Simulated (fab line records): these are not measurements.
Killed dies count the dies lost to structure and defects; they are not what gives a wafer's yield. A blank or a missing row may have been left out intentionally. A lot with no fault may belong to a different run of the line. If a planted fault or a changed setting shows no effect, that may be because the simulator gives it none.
3 desks looking at one fault / flow n5 finfet / each desk has only its own numbers; what lay behind them comes last

## THE DEFECT DESK
What the inspections along the route counted, lot by lot: means of the sampled wafers that have a number. The brackets show how far a lot's mean lies from the usual mean; more than 4 standard deviations puts the lot out of limits, marked OUT.
Columns: A = raw defect count at N5_BEOL_M7_INSPECT_30, usual 404
lot=L587; first seen here=day 10 00:34; A=522
lot=L591; first seen here=day 12 04:29; A=432
lot=L598; first seen here=day 14 13:08; A=643
lot=L589; first seen here=day 14 23:15; A=299
lot=L606; first seen here=day 16 08:56; A=414
lot=L608; first seen here=day 16 14:05; A=482
This desk's verdict: no lot among the 6 shows anything out of limits.

## FOR THE TOOL OWNER'S DESK: rie diel-06
The tool's own readings at N5_BEOL_M7_DESCUM_33 (chemistry O2, time 7 s): means of the sampled wafers that have a number, for each lot that ran on this tool. The brackets show how far a lot's mean lies from the usual mean; more than 4 standard deviations puts the lot out of limits, marked OUT.
Columns: A = drypump motor current A at N5_BEOL_M7_DESCUM_33, usual 5.5 A; B = oes product au at N5_BEOL_M7_DESCUM_33, usual 0.80 a.u.; C = rf vpp V at N5_BEOL_M7_DESCUM_33, usual 242.8 V; D = showerhead plenum p Torr at N5_BEOL_M7_DESCUM_33, usual 2.08 Torr; E = throttle valve pct at N5_BEOL_M7_DESCUM_33, usual 20.46 %
lot=L591; first seen here=day 12 04:31; A=5.5; B=0.71; C=241.5; D=2.04; E=20.41
lot=L598; first seen here=day 14 13:23; A=5.4; B=0.71; C=241.8; D=2.01; E=21.00
lot=L589; first seen here=day 15 00:07; A=5.2; B=0.74; C=242.2; D=2.02; E=20.78
This desk's verdict: no lot among the 3 shows anything out of limits.

## AT THE METROLOGY DESK
What the gauges read for every lot (on any tool): the sampled wafers with a number, averaged. The brackets show how far a lot's mean lies from the usual mean; more than 4 standard deviations puts the lot out of limits, marked OUT.
Columns: A = cd nm at N5_BEOL_M7_CD_MEAS_28, usual 40.04 nm; B = V6_OVL at N5_BEOL_M7_OVL_MEAS_29, usual -0.1 nm
lot=L587; first seen here=day 10 00:29; A=40.08; B=-0.2
lot=L591; first seen here=day 12 04:24; A=39.88; B=0.1
lot=L598; first seen here=day 14 13:03; A=40.12; B=0.2
lot=L589; first seen here=day 14 23:10; A=39.88; B=0.1
lot=L606; first seen here=day 16 08:50; A=39.94; B=0.9
lot=L608; first seen here=day 16 13:59; A=40.21; B=-0.3
This desk's verdict: no lot among the 6 shows anything out of limits.

## PUT TOGETHER
The defect desk saw nothing out of limits.
The desk of the tool owner found nothing out of limits.
Metrology desk: nothing out of limits seen.

## WHAT THE SIMULATOR HAD INSERTED
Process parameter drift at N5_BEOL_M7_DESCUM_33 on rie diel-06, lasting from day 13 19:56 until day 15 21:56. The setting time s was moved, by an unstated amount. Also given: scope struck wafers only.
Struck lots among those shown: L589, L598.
